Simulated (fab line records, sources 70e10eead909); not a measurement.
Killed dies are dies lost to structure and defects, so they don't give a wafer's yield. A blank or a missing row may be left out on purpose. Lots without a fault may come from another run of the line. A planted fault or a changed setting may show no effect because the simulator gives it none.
fab line records | flow nand_harc
record lots=6 wafers=18 last_day=33
route steps=1302 shown P_BONDPAD@365 END@1302
lots that met no fault: from a run of the same line without faults
start_h: hours from the record's first day to the start of the lot's first wafer shown | wait_h: hours since the lot's step before | " the same as in the row above | L1.1+2: a row that stands for several wafers | - no value, or no start given | * or withheld: withheld | < > ~ a bound
route shown NAME@n: a module of which the file shows steps, and the number in the route of the first | usual: mean/standard deviation of fault-free wafers | same: alike in all rows | chamber/n: place in a boat | sites: the reading at each site | _std_site: their standard deviation | _edge_site: outer sites' mean less inner sites' | radius_mm: how far each site lies from the wafer's centre | mask NAME#n: copy n | behind: the tool/chamber that last shaped the wafer | hold: why the lot was held/for how many hours/how that ended | device: the transistor (n, p or np) that didn't switch | end of line: the same wafers' tests at the end of the route | a step without rows: its recipe alone | killed: dies lost to structure and defects at the first sort, not the wafer's yield | map: a wafer's dies, x killed, . not, _ none there
set.NAME: the setting as run; set.NAME@STEP: as run at that earlier step | model.NAME: the simulator's own value behind a step, which no gauge read
lots at some steps of the route; a table a step, a row a wafer
services: from which hour (start_h, from the record's first day; less than 0 if before it) a tool's chamber was out of use, for how many hours, and why
## steps
# step NHARC_P_BONDPAD_OVL_MEAS_38
# usual overlay_x_nm=-1/5.6 overlay_y_nm=0/6
# columns lot.wafer tool chamber start_h wait_h overlay_x_nm overlay_y_nm
L553.3 overlay-02 - 166.16 - 9 3
L553.5 " - " " 10 3
L553.6 " - " " 10 3
L560.1 overlay-02 - 234.40 - -2 5
L560.3 " - " " -1 5
L560.4 " - " " -2 6
L562.1 overlay-01 - 254.29 - -5 8
L562.3 " - " " -3 8
L562.6 " - " " -4 9
L567.1 overlay-02 - 306.79 - 5 -15
L567.2 " - " " 5 -15
L567.3 " - " " 5 -15
L568.2 overlay-01 - 321.85 - -15 -1
L568.4 " - " " -15 -1
L568.6 " - " " -15 -1
L573.1 overlay-02 - 361.78 - -1 -6
L573.5 " - " " 0 -5
L573.6 " - " " 0 -5
# step NHARC_P_BONDPAD_HARDBAKE_10
# recipe temp_c=118 time_s=65
# step NHARC_P_BONDPAD_DESCUM_11
# recipe time_s=3 o2_flow_sccm=200 ar_flow_sccm=0 bias_power_w=0 chemistry=O2
# usual drypump_motor_current_A=5.6/0.45 oes_product_au=1.002/0.013 rf_vpp_V=57.9/0.89 showerhead_plenum_p_Torr=1.95/0.078 throttle_valve_pct=11.311/0.0092
# columns lot.wafer tool chamber start_h wait_h drypump_motor_current_A oes_product_au rf_hours_counter_h rf_vpp_V showerhead_plenum_p_Torr throttle_valve_pct
L553.3 rie_diel-04 1 166.29 - 5.9 0.999 10 58.4 2.04 11.309
L553.6 " 0 " " 4.9 1.023 - 57.5 1.88 11.319
L553.5 " 1 " " 5.9 1.008 - 58.0 2.04 11.312
L560.1 rie_diel-04 3 234.53 - 5.4 0.994 2 56.1 1.88 11.322
L560.3 " 0 " " 4.9 1.027 2 55.6 1.88 11.320
L560.4 " 2 " " 5.4 0.995 2 57.7 2.05 11.323
L562.3 rie_diel-01 3 254.41 - 6.2 0.989 1 59.3 1.94 11.302
L562.1 " 2 " " 6.1 0.988 1 59.7 1.90 11.308
L562.6 " 0 " " 5.5 1.006 - 57.5 2.05 11.308
L567.2 rie_diel-04 2 306.91 - 5.4 0.991 5 57.0 2.05 11.313
L567.3 " 3 " " 5.5 1.013 5 57.5 1.88 11.300
L567.1 " 0 " " 4.9 1.028 5 58.1 1.88 11.302
L568.4 rie_diel-01 2 321.98 - 6.1 1.006 2 58.7 1.90 11.327
L568.2 " 0 " " 5.5 1.009 2 57.5 2.05 11.303
L568.6 " 3 " " 6.2 1.004 - 58.2 1.94 11.306
L573.1 rie_diel-01 3 361.93 - 6.2 1.007 3 58.7 1.94 11.295
L573.5 " 0 " " 5.6 0.997 - 58.3 2.05 11.302
L573.6 " 1 " " 5.1 0.980 - 58.0 1.87 11.312
# step NHARC_P_BONDPAD_ETCH_37
# recipe target_depth_a=600 overetch_a=180 time_s=65.91 ion_energy_ev=200 n2_flow_sccm=150 h2_flow_sccm=150 ar_flow_sccm=0 rf_w=400 bias_w=150 chemistry=N2/H2
# usual drypump_motor_current_A=5.6/0.45 oes_product_au=1.001/0.012 rf_vpp_V=431.5/2.4 showerhead_plenum_p_Torr=2.08/0.088 throttle_valve_pct=14.172/0.0094
# columns lot.wafer tool chamber start_h wait_h drypump_motor_current_A oes_product_au rf_hours_counter_h rf_vpp_V showerhead_plenum_p_Torr throttle_valve_pct
L553.3 rie_diel-04 2 166.38 0.1 5.4 1.016 10 433.0 2.19 14.167
L553.5 " 0 " " 4.9 1.027 - 428.9 2.00 14.177
L553.6 " 1 " " 5.9 1.014 - 434.2 2.18 14.189
L560.1 rie_diel-04 0 234.62 0.1 4.9 1.026 2 427.7 2.00 14.171
L560.3 " 1 " " 5.9 0.984 2 436.1 2.18 14.185
L560.4 " 2 " " 5.4 0.999 2 434.1 2.19 14.171
L562.1 rie_diel-01 2 254.50 0.1 6.1 0.982 1 431.0 2.02 14.172
L562.3 " 0 " " 5.6 1.008 1 434.9 2.19 14.177
L562.6 " 1 " " 5.1 0.989 - 428.6 1.99 14.158
L567.2 rie_diel-04 2 307.01 0.1 5.4 1.001 5 433.9 2.19 14.168
L567.1 " 3 " " 5.5 1.009 5 428.6 2.00 14.183
L567.3 " 0 " " 4.9 1.018 5 429.7 2.00 14.160
L568.4 rie_diel-01 1 322.06 0.1 5.1 1.004 2 427.8 1.99 14.161
L568.2 " 3 " " 6.2 1.003 2 431.3 2.07 14.164
L568.6 " 2 " " 6.1 0.999 - 430.5 2.02 14.165
L573.1 rie_diel-01 3 362.01 0.1 6.2 1.008 3 432.2 2.07 14.188
L573.5 " 1 " " 5.1 0.979 - 429.5 1.99 14.168
L573.6 " 2 " " 6.1 1.005 - 431.0 2.02 14.164
# step NHARC_P_BONDPAD_ETCH_12
# recipe target_depth_a=2000 time_s=100 chf3_flow_sccm=50 o2_flow_sccm=10 ar_flow_sccm=200 rf_w=500 bias_w=200 chemistry=CHF3/O2
# step NHARC_P_BONDPAD_CD_MEAS_13
# usual cd_nm=498.2/2.1
# columns lot.wafer tool chamber start_h wait_h cd_nm
L553.3 cd_sem-01 - 166.60 - 496.0
L553.5 " - " " 496.7
L553.6 " - " " 495.6
L560.1 cd_sem-03 - 234.84 - 500.3
L560.3 " - " " 496.5
L560.4 " - " " 495.5
L562.1 cd_sem-03 - 254.73 - 499.2
L562.3 " - " " 499.5
L562.6 " - " " 500.5
L567.1 cd_sem-03 - 307.23 - 499.1
L567.2 " - " " 497.0
L567.3 " - " " 495.6
L568.2 cd_sem-03 - 322.29 - 493.2
L568.4 " - " " 498.9
L568.6 " - " " 496.2
L573.1 cd_sem-03 - 362.22 - 500.2
L573.5 " - " " 494.7
L573.6 " - " " 497.8
# step NHARC_P_BONDPAD_STRIP_15
# recipe o2_flow_sccm=500 ar_flow_sccm=0 bias_w=0 chemistry=O2
# usual drypump_motor_current_A=5.7/0.47 oes_product_au=1.002/0.014 rf_vpp_V=57.8/0.87 showerhead_plenum_p_Torr=3.59/0.14 throttle_valve_pct=17.037/0.0095
# columns lot.wafer tool chamber start_h wait_h drypump_motor_current_A oes_product_au rf_hours_counter_h rf_vpp_V showerhead_plenum_p_Torr throttle_valve_pct
L553.3 rie_diel-04 1 166.69 0.1 5.8 1.002 10 58.0 3.74 17.041
L553.6 " 0 " " 4.9 1.009 - 57.6 3.47 17.042
L553.5 " 1 " " 5.9 1.009 - 57.4 3.74 17.047
L560.1 rie_diel-08 0 234.92 0.1 5.6 0.998 2 57.2 3.78 17.055
L560.4 " 1 " " 5.9 0.996 2 58.1 3.36 17.058
L560.3 " 2 " " 6.5 1.002 2 56.0 3.65 17.038
L562.3 rie_diel-01 1 254.80 0.1 5.1 0.997 1 56.7 3.45 17.028
L562.1 " 0 " " 5.5 1.013 1 57.5 3.76 17.039
L562.6 " 1 " " 5.1 1.001 - 57.4 3.45 17.055
L567.2 rie_diel-08 3 307.30 0.1 6.3 1.011 6 58.3 3.69 17.025
L567.1 " 1 " " 5.9 1.001 6 58.0 3.36 17.036
L567.3 " 2 " " 6.5 1.021 6 57.6 3.64 17.028
L568.4 rie_diel-04 0 322.38 0.1 4.9 1.024 6 58.4 3.47 17.039
L568.2 " 2 " " 5.4 0.994 6 59.4 3.76 17.036
L568.6 " 0 " " 4.9 1.022 - 56.7 3.47 17.041
L573.1 rie_diel-08 3 362.35 0.1 6.3 0.986 10 58.8 3.68 17.039
L573.6 " 0 " " 5.6 0.998 - 58.4 3.78 17.041
L573.5 " 1 " " 5.9 0.994 - 57.7 3.35 17.041
# step NHARC_P_BONDPAD_ETCH_24
# recipe target_depth_a=300 over_etch_frac=0.3 time_s=72.99 ion_energy_ev=150 cf4_flow_sccm=50 n2_flow_sccm=100 ar_flow_sccm=150 rf_w=300 bias_w=100 chemistry=CF4/N2
# usual cf4_flow_sccm=50.02/0.13 drypump_motor_current_A=5.7/0.46 oes_product_au=1.003/0.013 rf_vpp_V=315.0/1.8 showerhead_plenum_p_Torr=2.68/0.11 throttle_valve_pct=19.793/0.0086
# columns lot.wafer tool chamber start_h wait_h cf4_flow_sccm drypump_motor_current_A oes_product_au rf_hours_counter_h rf_vpp_V showerhead_plenum_p_Torr throttle_valve_pct
L553.3 rie_diel-04 3 - - 50.00 5.5 1.005 10 313.6 2.58 19.797
L553.6 " 2 " " 49.98 5.4 1.004 - 316.4 2.80 19.782
L553.5 " 3 " " 49.86 5.5 0.999 - 313.2 2.58 19.793
L560.3 rie_diel-08 0 - - 49.95 5.6 1.001 2 316.5 2.82 19.795
L560.4 " 1 " " 49.91 5.9 0.999 2 313.1 2.50 19.793
L560.1 " 2 " " 50.22 6.4 1.003 2 315.2 2.71 19.781
L562.1 rie_diel-01 1 - - 50.18 5.1 1.016 1 313.0 2.57 19.771
L562.3 " 2 " " 50.03 6.1 0.993 1 313.5 2.61 19.805
L562.6 " 1 " " 50.21 5.1 1.012 - 313.0 2.57 19.788
L567.2 rie_diel-08 3 - - 50.12 6.3 0.991 6 315.4 2.75 19.793
L567.1 " 0 " " 50.18 5.6 0.997 7 315.9 2.82 19.800
L567.3 " 2 " " 50.01 6.5 1.014 6 316.4 2.71 19.775
L568.4 rie_diel-04 1 - - 50.18 5.8 1.008 6 315.0 2.79 19.799
L568.2 " 0 " " 50.02 4.9 1.016 6 312.8 2.58 19.802
L568.6 " 1 " " 49.93 5.8 1.001 - 317.0 2.79 19.792
L573.1 rie_diel-08 3 - - 49.99 6.3 0.988 10 315.9 2.74 19.796
L573.5 " 3 " " 50.07 6.2 1.001 - 314.7 2.74 19.789
L573.6 " 0 " " 50.23 5.6 1.004 - 317.7 2.82 19.789
# step NHARC_P_BONDPAD_STRIP_16
# recipe time_s=600 temp_c=30 chemistry=post_etch_residue_remover
# step NHARC_P_BONDPAD_DEGAS_25
# recipe temp_c=300 time_s=60
# step NHARC_P_BONDPAD_PRE_CLEAN_26
# recipe time_s=30 temp_c=280 gas=H2/He
# usual heater_power_w=427/44
# columns lot.wafer tool chamber start_h wait_h heater_power_w
L553.3 pvd_sputter-03 - - - 440
L553.6 " - " " 394
L553.5 " - " " 429
L560.1 pvd_sputter-03 - - - 402
L560.4 " - " " 474
L560.3 " - " " 326
L562.1 pvd_sputter-01 - - - 451
L562.3 " - " " 393
L562.6 " - " " 402
L567.3 pvd_sputter-03 - - - 330
L567.2 " - " " 401
L567.1 " - " " 420
L568.2 pvd_sputter-03 - - - 437
L568.4 " - " " 396
L568.6 " - " " 323
L573.1 pvd_sputter-02 - - - 486
L573.5 " - " " 440
L573.6 " - " " 385
# step NHARC_P_BONDPAD_PVD_17
# recipe target_thk_a=50 bias_v=168.6 power_w=15000 chamber_pressure_pa=0.12 time_s=8.06 substrate_temp_c=50 material=TaN
# step NHARC_P_BONDPAD_PVD_27
# recipe target_thk_a=300 chamber_pressure_pa=5 power_w=5000 substrate_temp_c=30 time_s=20.49 material=Cu
# usual cathode_dc_power_W=5000.1/0.92 chamber_pressure_pa=5.000/0.0097 throttle_valve_pct=30.1/0.67
# columns lot.wafer tool chamber start_h wait_h cathode_dc_power_W chamber_pressure_pa throttle_valve_pct
L553.3 pvd_sputter-03 - 167.45 - 4999.5 4.990 30.4
L553.5 " - " " 5000.6 4.999 30.7
L553.6 " - " " 5000.3 4.995 30.5
L560.1 pvd_sputter-03 - 235.87 - - - -
L560.3 " - " " - - -
L560.4 " - " " - - -
L562.1 pvd_sputter-01 - 255.59 - - - -
L562.3 " - " " - - -
L562.6 " - " " - - -
L567.1 pvd_sputter-03 - 308.08 - 4999.3 5.005 30.9
L567.2 " - " " 5001.5 5.010 29.4
L567.3 " - " " 5000.4 5.014 30.3
L568.2 pvd_sputter-03 - 323.15 - 5000.1 5.010 29.7
L568.4 " - " " 5000.7 4.990 30.4
L568.6 " - " " 5000.2 5.014 29.5
L573.1 pvd_sputter-02 - 363.09 - 4999.4 5.016 30.1
L573.5 " - " " 4999.2 5.014 29.9
L573.6 " - " " 5000.6 4.994 31.3
# step NHARC_P_BONDPAD_ECD_18
# recipe target_thk_a=4000 bath_temp_c=25 material=Cu
# step NHARC_END_SORT_01
# recipe temp_c=25
# usual defect_limited_yield=90/4.1 killed_at_array=63/27 killed_at_other=0.7/1.2 killed_at_periphery=3.1/2 killed_dies=67/28 killed_open=3.0/1.9 killed_short=2.2/1.5
# same gross_dies=677
# columns lot.wafer tool chamber start_h wait_h defect_limited_yield[%] killed_at_array killed_at_other killed_at_periphery killed_dies killed_open killed_short
L560.1 prober-02 0 658.91 2.5 0 22 0 655 677 2 2
L560.3 prober-02 0 660.47 3.1 0 24 0 653 677 2 1
L560.4 prober-02 0 661.25 3.3 0 26 0 651 677 4 3
L562.1 prober-02 0 669.58 2.5 0 30 3 644 677 3 4
L562.3 prober-02 0 671.18 3.1 0 35 1 641 677 3 1
L562.6 prober-02 0 673.58 4.0 0 29 0 648 677 4 5
L567.1 prober-02 0 749.76 2.4 92 53 1 1 55 1 3
L567.2 prober-02 0 750.56 2.8 92 52 0 4 56 4 2
L567.3 prober-02 0 751.36 3.1 93 46 0 1 47 1 0
# killed by level:class
L560.1 P_BONDPAD:area_pvd=652 A_CHANNEL_HOLE_D1:chamber_film_flake=5 A_SLIT:chamber_film_flake=5 A_CONTACT:chamber_film_flake=5 P_ZERO_WELL:chamber_film_flake=2 A_ONON_D1:geometric_particle:short=1 A_ONON_D1:geometric_particle:open=1 A_CHANNEL_FILL_D1:geometric_particle:open=1
L560.3 P_BONDPAD:area_pvd=648 A_CHANNEL_HOLE_D1:chamber_film_flake=12 A_CONTACT:chamber_film_flake=6 P_GATE:chamber_film_flake=2 A_STAIRCASE:chamber_film_flake=2 A_CHANNEL_HOLE_D2:chamber_film_flake=2 P_STI:geometric_particle:open=1 P_GATE:geometric_particle:open=1
L560.4 P_BONDPAD:area_pvd=647 A_CHANNEL_HOLE_D1:chamber_film_flake=10 A_CHANNEL_HOLE_D2:unspecified=4 A_CONTACT:chamber_film_flake=3 P_CONTACT:geometric_particle:open=2 A_DECK1_JOINT:geometric_particle:short=1 A_ONON_D2:geometric_particle:short=1 A_CHANNEL_FILL_D2:geometric_particle:open=1
L562.1 P_BONDPAD:area_pvd=643 A_CHANNEL_HOLE_D1:chamber_film_flake=8 A_DECK1_JOINT:chamber_film_flake=4 A_SLIT:chamber_film_flake=4 A_CONTACT:chamber_film_flake=3 THIN_TSV:chamber_film_flake=3 A_M0:geometric_particle:short=2 A_BLC:chamber_film_flake=2
L562.3 P_BONDPAD:area_pvd=641 A_CHANNEL_HOLE_D1:chamber_film_flake=11 A_CONTACT:chamber_film_flake=7 A_SLIT:chamber_film_flake=3 A_ZERO_WELL:chamber_film_flake=2 A_DECK1_JOINT:chamber_film_flake=2 A_BLC:chamber_film_flake=2 A_CHANNEL_FILL_D1:geometric_particle:short=1
L562.6 P_BONDPAD:area_pvd=646 A_CHANNEL_HOLE_D1:chamber_film_flake=6 A_CONTACT:chamber_film_flake=4 A_SLIT:chamber_film_flake=3 A_DECK1_JOINT:chamber_film_flake=3 A_ONON_D1:geometric_particle:short=2 A_CHANNEL_FILL_D1:geometric_particle:open=2 A_STAIRCASE:chamber_film_flake=2
L567.1 A_SLIT:chamber_film_flake=36 A_CHANNEL_HOLE_D1:chamber_film_flake=7 A_SGD_CUT:chamber_film_flake=5 A_CONTACT:chamber_film_flake=2 P_M0:geometric_particle:short=1 A_DECK1_JOINT:geometric_particle:short=1 A_M0:geometric_particle:open=1 STARTING-WAFER:geometric_particle:short=1
L567.2 A_SLIT:chamber_film_flake=26 A_CHANNEL_HOLE_D1:chamber_film_flake=11 A_SGD_CUT:chamber_film_flake=7 A_CHANNEL_FILL_D2:chamber_film_flake=3 P_M0:geometric_particle:short=2 A_CONTACT:chamber_film_flake=2 P_GATE:geometric_particle:open=1 A_SOURCE_PLATE:geometric_particle:open=1
L567.3 A_SLIT:chamber_film_flake=30 A_SGD_CUT:chamber_film_flake=8 A_CHANNEL_HOLE_D1:chamber_film_flake=7 P_M0:geometric_particle:open=1 A_CONTACT:chamber_film_flake=1
# map L560.1 (x killed, . not)
____________x____________
_________xxxxxxx_________
_______xxxxxxxxxxx_______
______xxxxxxxxxxxxx______
_____xxxxxxxxxxxxxxx_____
____xxxxxxxxxxxxxxxxx____
____xxxxxxxxxxxxxxxxx____
___xxxxxxxxxxxxxxxxxxx___
___xxxxxxxxxxxxxxxxxxx___
__xxxxxxxxxxxxxxxxxxxxx__
__xxxxxxxxxxxxxxxxxxxxx__
_xxxxxxxxxxxxxxxxxxxxxxx_
_xxxxxxxxxxxxxxxxxxxxxxx_
_xxxxxxxxxxxxxxxxxxxxxxx_
_xxxxxxxxxxxxxxxxxxxxxxx_
_xxxxxxxxxxxxxxxxxxxxxxx_
xxxxxxxxxxxxxxxxxxxxxxxxx
xxxxxxxxxxxxxxxxxxxxxxxxx
xxxxxxxxxxxxxxxxxxxxxxxxx
xxxxxxxxxxxxxxxxxxxxxxxxx
xxxxxxxxxxxxxxxxxxxxxxxxx
_xxxxxxxxxxxxxxxxxxxxxxx_
_xxxxxxxxxxxxxxxxxxxxxxx_
_xxxxxxxxxxxxxxxxxxxxxxx_
_xxxxxxxxxxxxxxxxxxxxxxx_
_xxxxxxxxxxxxxxxxxxxxxxx_
__xxxxxxxxxxxxxxxxxxxxx__
__xxxxxxxxxxxxxxxxxxxxx__
___xxxxxxxxxxxxxxxxxxx___
___xxxxxxxxxxxxxxxxxxx___
____xxxxxxxxxxxxxxxxx____
____xxxxxxxxxxxxxxxxx____
_____xxxxxxxxxxxxxxx_____
______xxxxxxxxxxxxx______
_______xxxxxxxxxxx_______
_________xxxxxxx_________
____________x____________
# map L562.1 (x killed, . not)
____________x____________
_________xxxxxxx_________
_______xxxxxxxxxxx_______
______xxxxxxxxxxxxx______
_____xxxxxxxxxxxxxxx_____
____xxxxxxxxxxxxxxxxx____
____xxxxxxxxxxxxxxxxx____
___xxxxxxxxxxxxxxxxxxx___
___xxxxxxxxxxxxxxxxxxx___
__xxxxxxxxxxxxxxxxxxxxx__
__xxxxxxxxxxxxxxxxxxxxx__
_xxxxxxxxxxxxxxxxxxxxxxx_
_xxxxxxxxxxxxxxxxxxxxxxx_
_xxxxxxxxxxxxxxxxxxxxxxx_
_xxxxxxxxxxxxxxxxxxxxxxx_
_xxxxxxxxxxxxxxxxxxxxxxx_
xxxxxxxxxxxxxxxxxxxxxxxxx
xxxxxxxxxxxxxxxxxxxxxxxxx
xxxxxxxxxxxxxxxxxxxxxxxxx
xxxxxxxxxxxxxxxxxxxxxxxxx
xxxxxxxxxxxxxxxxxxxxxxxxx
_xxxxxxxxxxxxxxxxxxxxxxx_
_xxxxxxxxxxxxxxxxxxxxxxx_
_xxxxxxxxxxxxxxxxxxxxxxx_
_xxxxxxxxxxxxxxxxxxxxxxx_
_xxxxxxxxxxxxxxxxxxxxxxx_
__xxxxxxxxxxxxxxxxxxxxx__
__xxxxxxxxxxxxxxxxxxxxx__
___xxxxxxxxxxxxxxxxxxx___
___xxxxxxxxxxxxxxxxxxx___
____xxxxxxxxxxxxxxxxx____
____xxxxxxxxxxxxxxxxx____
_____xxxxxxxxxxxxxxx_____
______xxxxxxxxxxxxx______
_______xxxxxxxxxxx_______
_________xxxxxxx_________
____________x____________
## services
# columns tool chamber start_h hours kind
rie_diel-08 0 142.46 17.4 repair
pvd_sputter-03 - 143.44 17.0 repair
rie_diel-01 0 150.16 2.4 repair
pvd_sputter-03 - 170.00 10.0 pm
rie_diel-04 - 177.90 9.0 pm
rie_diel-08 0 184.64 4.4 repair
rie_diel-08 - 191.00 9.0 pm
rie_diel-01 - 203.80 9.0 pm
rie_diel-08 3 208.57 24.6 repair
pvd_sputter-01 - 226.00 10.0 pm
rie_diel-08 0 229.64 1.2 repair
rie_diel-04 1 251.05 5.3 repair
rie_diel-01 1 257.47 9.6 repair
rie_diel-01 3 258.48 7.2 repair
pvd_sputter-02 - 259.39 2.7 repair
rie_diel-04 - 278.39 0.8 repair
rie_diel-04 1 292.88 6.1 repair
rie_diel-01 0 301.58 3.9 repair
rie_diel-01 1 302.73 5.7 repair
rie_diel-08 2 311.01 22.4 repair
rie_diel-08 3 331.54 1.5 repair
pvd_sputter-03 - 348.00 10.0 pm
rie_diel-04 - 354.90 9.0 pm
rie_diel-08 3 356.35 4.1 repair
## key
first_sign step=NHARC_P_BONDPAD_PVD_27 reading=tool_record direction=missing
effect step=NHARC_END_SORT_01 reading=killed_at_periphery direction=up sigmas=99+ usual=3.1 struck=648.7
more_kills_born_at NHARC_P_BONDPAD_PVD_27@pvd_sputter-03=1947 NHARC_P_BONDPAD_PVD_27@pvd_sputter-01=1930
met_at NHARC_P_BONDPAD_PVD_27
struck_wafers L560.1,L560.3,L560.4,L562.1,L562.3,L562.6
later_rows_left_out L560.1,L560.3,L560.4,L562.1,L562.3,L562.6
onset_between 167.45 235.87
fault kind=skipped_step_whole tool=pvd_sputter-01,pvd_sputter-02,pvd_sputter-03 chamber=- onset_h=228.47 steps=NHARC_P_BONDPAD_PVD_27 scope=struck_lots_only
# later_rows_left_out: the simulator's readings of these wafers behind a module that went badly wrong aren't trusted and aren't shown, but for the sort
